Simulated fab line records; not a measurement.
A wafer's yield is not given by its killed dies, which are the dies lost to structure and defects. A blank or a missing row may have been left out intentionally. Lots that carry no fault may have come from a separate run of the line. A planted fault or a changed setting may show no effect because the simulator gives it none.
fab line records ; flow n5Finfet
[record] lots = 6; wafers = 18; lastDay = 18
route steps=1938 shown BEOL_M14@1758 BEOL_M15@1773 PASSIVATION@1936
lots with no fault: from the same line, run without faults
startH: start of the lot's first displayed wafer, in hours after the record's first day ; waitH: hours elapsed since this lot's preceding step ; " same as the row above ; L1.1+2: several wafers, shown together as one row ; - no value, or no start given ; * or withheld: withheld ; < > ~ a bound
route shown NAME@n: NAME is a module with steps in the file, n the number in the route of the first one ; usual: mean and standard deviation over wafers with no fault ; same: alike in all rows ; chamber/n: place in a boat ; sites: the reading at each site ; _std_site: how widely they spread, as a standard deviation ; _edge_site: mean of outer sites minus mean of inner sites ; radiusMm: for every site, how far away it sits from the centre of the wafer ; mask NAME#n: copy n ; behind: the tool/chamber that last shaped the wafer ; hold: the reason the lot was held/the length of the hold in hours/how it ended ; device: names the non-switching transistor (n, p or np) ; end of line: the route-end tests of the same wafers ; a step given without rows: its recipe and nothing more ; killed: dies that structure and defects cost at the first sort, which is not the same as the wafer's yield ; map: the dies of a wafer, with x for killed, . for not killed, _ for no die there
set.NAME: the setting the step ran with; set.NAME@STEP: the setting that earlier step ran with ; model.NAME: the simulator's own value behind a step, which no gauge read
a table for each step, a row for each wafer; lots at some steps of the route
services: from which hour (startH, from the record's first day; less than 0 if before it) a tool's chamber was out of use, for how many hours, and why
[[steps]]
[step N5_BEOL_M14_PRECLEAN_39]
[recipe] chemistry = residueRemover; timeS = 60; tempC = 40
[step N5_BEOL_M14_SRD_40]
[recipe] timeS = 30; tempC = 23; rinseLiquid = diw; dry = n2Spin; spinRpm = 1500; dryTimeS = 30
[step N5_BEOL_M14_DEGAS_41]
[recipe] ambient = vacuum; tempC = 300; timeS = 60
[usual] heaterPowerW = 477/54
[same] timeS = 60
lot.wafer;tool;chamber;startH;waitH;heaterPowerW
L945.3;pvdSputter-02;-;253.90;2.3;582
L945.4;pvdSputter-02;-;253.90;2.3;498
L945.6;pvdSputter-02;-;253.90;2.3;507
L951.1;pvdSputter-02;-;288.42;0.2;439
L951.3;pvdSputter-02;-;288.42;0.2;486
L951.6;pvdSputter-02;-;288.42;0.2;438
L961.4;pvdSputter-01;-;357.49;0.5;477
L961.5;pvdSputter-01;-;357.49;0.5;485
L961.6;pvdSputter-01;-;357.49;0.5;453
L963.2;pvdSputter-01;-;374.18;0.7;458
L963.3;pvdSputter-01;-;374.18;0.7;483
L963.6;pvdSputter-01;-;374.18;0.7;397
L962.1;pvdSputter-03;-;375.65;0.2;388
L962.2;pvdSputter-03;-;375.65;0.2;486
L962.4;pvdSputter-03;-;375.65;0.2;433
L966.1;pvdSputter-03;-;408.45;0.4;442
L966.3;pvdSputter-03;-;408.45;0.4;392
L966.6;pvdSputter-03;-;408.45;0.4;392
[step N5_BEOL_M14_PRE_CLEAN_42]
[recipe] gas = H2/He; timeS = 30; tempC = 300
[usual] heaterPowerW = 477/54
[same] timeS = 30
lot.wafer;tool;chamber;startH;waitH;heaterPowerW
L945.3;pvdSputter-02;-;253.94;0.0;557
L945.4;pvdSputter-02;-;253.94;0.0;486
L945.6;pvdSputter-02;-;253.94;0.0;493
L951.1;pvdSputter-02;-;288.46;0.0;442
L951.3;pvdSputter-02;-;288.46;0.0;488
L951.6;pvdSputter-02;-;288.46;0.0;442
L961.4;pvdSputter-01;-;357.53;0.0;473
L961.5;pvdSputter-01;-;357.53;0.0;483
L961.6;pvdSputter-01;-;357.53;0.0;450
L963.2;pvdSputter-01;-;374.22;0.0;454
L963.3;pvdSputter-01;-;374.22;0.0;488
L963.6;pvdSputter-01;-;374.22;0.0;385
L962.1;pvdSputter-03;-;375.69;0.0;390
L962.2;pvdSputter-03;-;375.69;0.0;472
L962.4;pvdSputter-03;-;375.69;0.0;440
L966.1;pvdSputter-03;-;408.49;0.0;456
L966.3;pvdSputter-03;-;408.49;0.0;397
L966.6;pvdSputter-03;-;408.49;0.0;393
[step N5_BEOL_M14_SPUTTER_43]
[recipe] material = TaN; targetThkA = 150; tempC = 50; biasV = 168.6; powerW = 15000; chamberPressurePa = 0.12; timeS = 24.19
[step N5_BEOL_M14_SPUTTER_44]
[recipe] material = Ta; targetThkA = 150; tempC = 50; biasV = 80; powerW = 15000; chamberPressurePa = 0.07; timeS = 24.19
[usual] throttleValvePct = 30.2/1.4
[same] timeS = 24.19
lot.wafer;tool;chamber;startH;waitH;throttleValvePct
L945.3;pvdSputter-02;-;254.06;0.0;32.9
L945.4;pvdSputter-02;-;254.06;0.0;27.9
L945.6;pvdSputter-02;-;254.06;0.0;28.0
L951.1;pvdSputter-02;-;288.58;0.0;30.2
L951.3;pvdSputter-02;-;288.58;0.0;27.9
L951.6;pvdSputter-02;-;288.58;0.0;29.8
L961.4;pvdSputter-01;-;357.65;0.0;30.7
L961.5;pvdSputter-01;-;357.65;0.0;30.5
L961.6;pvdSputter-01;-;357.65;0.0;29.6
L963.2;pvdSputter-01;-;374.34;0.0;29.4
L963.3;pvdSputter-01;-;374.34;0.0;30.8
L963.6;pvdSputter-01;-;374.34;0.0;29.8
L962.1;pvdSputter-03;-;375.81;0.0;31.0
L962.2;pvdSputter-03;-;375.81;0.0;28.7
L962.4;pvdSputter-03;-;375.81;0.0;30.5
L966.1;pvdSputter-03;-;408.61;0.0;29.8
L966.3;pvdSputter-03;-;408.61;0.0;31.1
L966.6;pvdSputter-03;-;408.61;0.0;30.9
[step N5_BEOL_M14_SPUTTER_45]
[recipe] material = Cu; targetThkA = 1000; tempC = -20; biasV = 60; powerW = 26000; chamberPressurePa = 0.13; timeS = 16.67
[usual] throttleValvePct = 30.2/1.4
[same] timeS = 16.67
lot.wafer;tool;chamber;startH;waitH;throttleValvePct
L945.3;pvdSputter-02;-;254.14;0.0;33.2
L945.4;pvdSputter-02;-;254.14;0.0;28.2
L945.6;pvdSputter-02;-;254.14;0.0;28.1
L951.1;pvdSputter-02;-;288.66;0.0;29.7
L951.3;pvdSputter-02;-;288.66;0.0;28.3
L951.6;pvdSputter-02;-;288.66;0.0;30.1
L961.4;pvdSputter-01;-;357.73;0.0;30.8
L961.5;pvdSputter-01;-;357.73;0.0;30.9
L961.6;pvdSputter-01;-;357.73;0.0;29.7
L963.2;pvdSputter-01;-;374.42;0.0;29.6
L963.3;pvdSputter-01;-;374.42;0.0;30.9
L963.6;pvdSputter-01;-;374.42;0.0;29.6
L962.1;pvdSputter-03;-;375.89;0.0;30.7
L962.2;pvdSputter-03;-;375.89;0.0;29.0
L962.4;pvdSputter-03;-;375.89;0.0;30.6
L966.1;pvdSputter-03;-;408.69;0.0;30.0
L966.3;pvdSputter-03;-;408.69;0.0;31.0
L966.6;pvdSputter-03;-;408.69;0.0;30.9
[step N5_BEOL_M14_ECD_47]
[recipe] material = Cu; targetThkA = 12480
[step N5_BEOL_M14_ANNEAL_48]
[recipe] tempC = 225; timeS = 90; ambient = N2
[step N5_BEOL_M14_CMP_49]
[recipe] stopOn = SiO2; tOverpolishS = 5.2; downForcePsi = 2; platenRpm = 80; clearingPlatenDownForcePsi = 2; clearingPlatenRpm = 80; postCmpClean = cuAlkaline; targetThkNm = 560; clearingPlatenPadVelocityMS = 1.5917; padVelocityMS = 1.5917
[usual] barrierFieldEndpointS = 11.38/0.23; motorCurrentA = 7.9/0.91; overpolishRunS = 5.199/0.0085; platenRpm = 80.00/0.052; retainingRingPressureFrac = 1.000/0.0054; timeToEndpointS = 122/3.9
lot.wafer;tool;chamber;startH;waitH;barrierFieldEndpointS;motorCurrentA;overpolishRunS;platenRpm;retainingRingPressureFrac;timeToEndpointS
L945.3;cmp-03;0;254.81;0.2;11.34;7.0;5.192;80.07;1.004;118
L945.4;cmp-03;1;254.81;0.2;11.27;7.6;5.209;79.98;1.011;118
L945.6;cmp-03;0;254.81;0.2;11.48;6.9;5.204;80.03;1.000;122
L951.1;cmp-03;0;289.46;0.5;11.45;7.0;5.211;80.05;0.997;125
L951.3;cmp-03;1;289.46;0.5;11.20;8.0;5.195;80.05;1.004;124
L951.6;cmp-03;2;289.46;0.5;11.11;7.7;5.192;80.04;0.998;122
L961.4;cmp-03;1;358.35;0.1;11.28;8.0;5.186;79.95;0.997;121
L961.5;cmp-03;1;358.35;0.1;11.47;8.0;5.210;79.98;1.000;123
L961.6;cmp-03;2;358.35;0.1;11.35;8.2;5.201;80.00;1.003;121
L963.3;cmp-01;0;375.27;0.2;11.24;8.6;5.195;79.97;1.008;120
L963.2;cmp-01;1;375.27;0.2;11.44;8.7;5.196;79.89;0.995;122
L963.6;cmp-01;0;375.27;0.2;11.64;8.5;5.191;80.04;0.992;124
L962.1;cmp-04;2;376.61;0.3;11.33;9.3;5.200;79.94;1.005;122
L962.4;cmp-04;0;376.61;0.3;11.28;7.1;5.195;80.00;1.005;121
L962.2;cmp-04;1;376.61;0.3;11.09;8.5;5.203;80.00;0.988;123
L966.1;cmp-01;0;409.34;0.3;11.62;8.7;5.212;79.98;1.005;125
L966.3;cmp-01;3;409.34;0.3;11.70;6.6;5.199;80.10;1.003;128
L966.6;cmp-01;1;409.34;0.3;11.59;8.3;5.186;80.07;0.995;125
[step N5_BEOL_M14_THK_MEAS_50]
[recipe] thkMeasGauge = xrf; reads = Cu_of_BEOL_M14_ECD_47
[usual] M14_THK = 552/11
lot.wafer;tool;chamber;startH;waitH;M14_THK[nm]
L945.3;filmMetro-02;-;255.10;-;546
L945.4;filmMetro-02;-;255.10;-;545
L945.6;filmMetro-02;-;255.10;-;541
L951.1;filmMetro-02;-;289.68;-;555
L951.3;filmMetro-02;-;289.68;-;570
L951.6;filmMetro-02;-;289.68;-;552
L961.4;filmMetro-01;-;358.65;-;550
L961.5;filmMetro-01;-;358.65;-;547
L961.6;filmMetro-01;-;358.65;-;551
L963.2;filmMetro-01;-;375.57;-;568
L963.3;filmMetro-01;-;375.57;-;555
L963.6;filmMetro-01;-;375.57;-;562
L962.1;filmMetro-02;-;376.90;-;543
L962.2;filmMetro-02;-;376.90;-;550
L962.4;filmMetro-02;-;376.90;-;546
L966.1;filmMetro-01;-;409.63;-;559
L966.3;filmMetro-01;-;409.63;-;556
L966.6;filmMetro-01;-;409.63;-;559
[step N5_BEOL_M14_PRE_CLEAN_52]
[recipe] gas = NH3; timeS = 15; tempC = withheld; rfPowerW = 300
[step N5_BEOL_M14_DEP_53]
[recipe] material = SiCN; targetThkA = 500; tempC = withheld; precursor = 3MS/NH3; pressureTorr = 3; rfW = 675; timeS = 17.8
[usual] showerheadPlenumPTorr = 4.146/0.019; throttleValvePct = 17.8/0.74
[same] timeS = 17.8
lot.wafer;tool;chamber;startH;waitH;showerheadPlenumPTorr;throttleValvePct
L945.3;pecvd-01;1;255.16;0.0;4.109;17.6
L945.4;pecvd-01;0;255.16;0.0;4.132;19.2
L945.6;pecvd-01;1;255.16;0.0;4.128;18.0
L951.1;pecvd-01;2;289.74;0.0;4.180;16.4
L951.3;pecvd-01;1;289.74;0.0;4.130;17.8
L951.6;pecvd-01;0;289.74;0.0;4.138;19.1
L961.4;pecvd-01;1;358.74;0.0;4.121;17.6
L961.5;pecvd-01;2;358.74;0.0;4.168;16.5
L961.6;pecvd-01;1;358.74;0.0;4.134;17.2
L963.2;pecvd-04;2;375.63;0.0;4.122;18.0
L963.3;pecvd-04;0;375.63;0.0;4.164;18.2
L963.6;pecvd-04;2;375.63;0.0;4.126;17.8
L962.1;pecvd-01;1;376.96;0.0;4.127;17.7
L962.2;pecvd-01;0;376.96;0.0;4.136;19.3
L962.4;pecvd-01;2;376.96;0.0;4.176;16.3
L966.1;pecvd-04;1;409.69;0.0;4.144;17.3
L966.3;pecvd-04;2;409.69;0.0;4.115;17.7
L966.6;pecvd-04;2;409.69;0.0;4.118;18.0
[step N5_BEOL_M14_RS_MEAS_54]
[recipe] thkMeasGauge = four-point-probe; reads = Cu_of_BEOL_M14_ECD_47+Ta_of_BEOL_M14_SPUTTER_44+TaN_of_BEOL_M14_SPUTTER_43
[usual] M14_RS = 0.0331/0.00053
lot.wafer;tool;chamber;startH;waitH;M14_RS[ohm/sq]
L945.3;filmMetro-02;-;255.23;0.1;0.0336
L945.4;filmMetro-02;-;255.23;0.1;0.0339
L945.6;filmMetro-02;-;255.23;0.1;0.0340
L951.1;filmMetro-01;-;289.81;0.0;0.0335
L951.3;filmMetro-01;-;289.81;0.0;0.0325
L951.6;filmMetro-01;-;289.81;0.0;0.0335
L961.4;filmMetro-01;-;358.81;0.1;0.0328
L961.5;filmMetro-01;-;358.81;0.1;0.0331
L961.6;filmMetro-01;-;358.81;0.1;0.0330
L963.2;filmMetro-01;-;375.70;0.1;0.0318
L963.3;filmMetro-01;-;375.70;0.1;0.0325
L963.6;filmMetro-01;-;375.70;0.1;0.0323
L962.1;filmMetro-02;-;377.03;0.0;0.0337
L962.2;filmMetro-02;-;377.03;0.0;0.0331
L962.4;filmMetro-02;-;377.03;0.0;0.0335
L966.1;filmMetro-01;-;409.76;0.0;0.0327
L966.3;filmMetro-01;-;409.76;0.0;0.0328
L966.6;filmMetro-01;-;409.76;0.0;0.0325
[step N5_BEOL_M14_INSPECT_55]
[recipe] inspectInstrument = darkfield; mode = postDep
[usual] rawDefectCount = 75/26
lot.wafer;tool;chamber;startH;waitH;rawDefectCount
L945.3;defectInspect-01;-;255.26;0.0;62
L945.4;defectInspect-01;-;255.26;0.0;62
L945.6;defectInspect-01;-;255.26;0.0;79
L951.1;defectInspect-02;-;289.84;0.0;94
L951.3;defectInspect-02;-;289.84;0.0;46
L951.6;defectInspect-02;-;289.84;0.0;69
L961.4;defectInspect-02;-;358.83;0.0;53
L961.5;defectInspect-02;-;358.83;0.0;588
L961.6;defectInspect-02;-;358.83;0.0;66
L963.2;defectInspect-02;-;375.72;0.0;172
L963.3;defectInspect-02;-;375.72;0.0;99
L963.6;defectInspect-02;-;375.72;0.0;144
L962.1;defectInspect-02;-;377.06;0.0;64
L962.2;defectInspect-02;-;377.06;0.0;67
L962.4;defectInspect-02;-;377.06;0.0;522
L966.1;defectInspect-01;-;409.79;0.0;58
L966.3;defectInspect-01;-;409.79;0.0;70
L966.6;defectInspect-01;-;409.79;0.0;88
[step N5_BEOL_M15_ILD_DEP_00]
[recipe] material = SiO2; targetThkA = 16293; tempC = 400; precursor = TEOS/O2; pressureTorr = 6.5; rfW = 900; teosFlowSccm = 161.4; gas = O2; flowSccm = 2650; timeS = 346.1
[step N5_PASSIVATION_PROBE_49]
[usual] defectLimitedYield = 91.4/1.6; killed_at_M0_to_M3 = 34/12; killed_at_M4_up = 13/5.2; killedAtContacts = 11/5.5; killedAtFrontEnd = 40/13; killedAtOther = 3.4/2.7; killedDies = 102/19; killedOnRim = 13/4.3; killedOpen = 66/15; killedShort = 33/7.9; sort_bin_5_function = 5.1/1.1; sort_bin_6_memory = 3.2/0.7; sortNPass = 1078/19; sortYieldPct = 91.4/1.6
[same] grossDies = 1180; killedAtBackSide = 0; sort_bin_4_leakage[%] = 0; sort_bin_8_speed[%] = 0
lot.wafer;tool;chamber;startH;waitH;defectLimitedYield[%];killed_at_M0_to_M3;killed_at_M4_up;killedAtContacts;killedAtFrontEnd;killedAtOther;killedDies;killedOnRim;killedOpen;killedShort;sort_bin_5_function[%];sort_bin_6_memory[%];sortNPass;sortYieldPct[%]
L961.4;prober-02;-;382.23;0.2;93.1;15;14;20;33;0;82;8;52;30;4.0;2.5;1098;93.1
L961.5;prober-02;-;382.28;0.2;82.5;20;123;23;40;0;206;23;55;38;10.7;4.7;974;82.5
L961.6;prober-02;-;382.33;0.3;93.7;17;12;5;38;2;74;9;55;18;3.5;2.7;1106;93.7
L962.4;prober-02;-;398.42;0.2;81.0;54;123;9;34;4;224;20;69;41;12.4;4.0;956;81.0
// killed by level:class
L961.4 MOL_CONTACT_COAG:geometricParticle:open=15 FIN_SAQP:geometricParticle:open=9 FIN_SAQP:geometricParticle:short=8 STI_FIN_REVEAL:geometricParticle:open=6 MOL_CONTACT_COAG:geometricParticle:short=5 BEOL_M0_SAQP:geometricParticle:short=5 BEOL_M0_SAQP:geometricParticle:open=5 STARTING-WAFER:geometricParticle:short=4
L961.5 BEOL_M14:unspecified=113 MOL_CONTACT_COAG:geometricParticle:open=18 FIN_SAQP:geometricParticle:short=13 STI_FIN_REVEAL:geometricParticle:open=6 FIN_SAQP:geometricParticle:open=5 MOL_CONTACT_COAG:geometricParticle:short=5 STARTING-WAFER:geometricParticle:short=5 BEOL_M0_SAQP:geometricParticle:open=4
L961.6 FIN_SAQP:geometricParticle:open=15 FIN_SAQP:geometricParticle:short=8 BEOL_M0_SAQP:geometricParticle:open=8 MOL_CONTACT_COAG:geometricParticle:open=5 BEOL_M3:geometricParticle:open=4 DUMMY_GATE:geometricParticle:open=3 STARTING-WAFER:geometricParticle:open=3 BEOL_M0_SAQP:geometricParticle:short=3
L962.4 BEOL_M14:unspecified=109 BEOL_M0_SAQP:geometricParticle:short=18 BEOL_M0_SAQP:geometricParticle:open=15 STI_FIN_REVEAL:geometricParticle:open=8 MOL_CONTACT_COAG:geometricParticle:open=7 FIN_SAQP:geometricParticle:open=6 DUMMY_GATE:geometricParticle:open=6 BEOL_M2:geometricParticle:open=6
// map L961.5 (x killed, . not)
_________________..........xx________________
______________...........xxx.xxx_____________
___________.....xx......xxxxxxxxxx.__________
__________..............xxxxxxxxxxxx_________
________...............xxxxxxxxxxxx.x._______
_______....xx......xxx.xxxxxxxxxxxxx.x.______
______..x.............xxxxxxxxxxxx.....x_____
_____..........x.....x.xxxxxxxxxxxxxx...x____
____..x....x...........xxxxxxxxxxx.x..x...___
___........x............xxxxxxxxx..x.x.....__
___x..........x...........xxxxxxx..x.......__
__.x....................x..xxxxxx......x...._
__....x........x....x....x.................._
_...........x............x............xx.....
_x.................x..x................x.....
_..x.x.x.x.................xx................
_..........x......x.............xx...........
_...................................x........
_.............x............xx................
_..........x...................x.......x...x.
_..x...........xx.............xx.............
__.............x.x.......x.............x...._
__........xx....x............x.........x...x_
___.......................................x__
___........................................__
____..x...........................x....x..___
_____..x.......x.........................____
______.............x.........x......x..._____
_______.......x...............x.....x..______
________.......x......................_______
__________.........x................_________
___________.........x..............__________
______________..x...x..........x_____________
_________________...x.......x________________
// map L962.4 (x killed, . not)
_________________....x...x..x________________
______________...........x.x..xx_____________
___________.............x.xxxxxxxx.__________
__________..x..........xxxxxxxxxxx.x_________
________...x..........xxxxxxxxxxxxxx.._______
_______..x.............xxxxxxxxxxxxx...______
______..........x......xxxxxxxxxxxxxx..x_____
_____........x......x..xxxxxxxxxxxxxx....____
____.....x......x...xx.xxxxxxxxxxx.xx.....___
___.........x........x..xxx.xx.x.xx....x..x__
___........x...x.....xx..x.xxxxx...x.x.....__
__.x.....x.....x..........x..x.xx....x......_
__.............x...........x....x..........._
_.........x..................x......xx.x.....
_.....x..............x...x.x..............x..
_.x......x.........x.......x..x.....x........
_..x.x....x..x....x.............x............
_..........x................x................
_x....................x....x............x....
_......xx.x...........x........x.............
_x....xx.............x.x.x......x............
__............x.....x......................._
__.x..x..x...x....................x........._
___.....x......x.....x............x........__
___........x.....................x...x..x..__
____.......x...................x..........___
_____...........xx...............x.......____
______.....x........x....x.x.......x...._____
_______.......xxx.......x...........x..______
________..x.x..x...x.................x_______
__________.....xx..................._________
___________.x......x......x........__________
______________.x.......x........_____________
_________________............________________
[[services]]
tool;chamber;startH;hours;kind
cmp-01;-;230.12;0.3;repair
cmp-04;-;232.23;4.0;pm
pecvd-01;2;234.74;4.8;repair
cmp-03;-;240.87;2.0;repair
cmp-04;-;243.54;1.9;repair
pecvd-01;0;247.98;5.0;scheduledDown
pecvd-04;0;254.36;4.9;repair
cmp-01;-;277.20;1.9;repair
cmp-04;-;281.86;3.0;pm
cmp-04;-;288.89;1.8;repair
cmp-01;-;292.69;1.4;repair
cmp-01;-;298.24;4.0;pm
cmp-03;-;304.46;4.4;repair
pecvd-01;-;310.45;1.7;repair
cmp-04;-;313.82;0.7;repair
cmp-01;-;314.04;0.4;repair
pvdSputter-02;-;335.43;2.0;repair
pecvd-01;0;341.60;23.7;repair
cmp-01;-;347.00;11.2;pm
cmp-03;-;381.15;11.6;pm
cmp-04;-;385.62;1.0;repair
pvdSputter-01;-;386.04;5.3;repair
cmp-03;-;402.52;0.2;repair
cmp-04;-;407.73;4.5;repair
[[key]]
[firstSign] step = N5_BEOL_M14_INSPECT_55; reading = rawDefectCount; direction = up; sigmas = 19; usual = 75; struck = 555
[effect] step = N5_PASSIVATION_PROBE_49; reading = killed_at_M4_up; direction = up; sigmas = 21; usual = 13; struck = 123
[moreKillsBornAt] N5_BEOL_M14_DEP_53@pecvd-01 = 222
metAt N5_BEOL_M14_DEP_53
struckWafers L961.5,L962.4
onsetBetween 289.74 358.74
[fault] kind = chamberParticleSource; tool = pecvd-01; chamber = 2; onsetH = 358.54; steps = N5_BEOL_M14_DEP_53; ratePerVisitCm2 = 0.78449; endH = 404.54
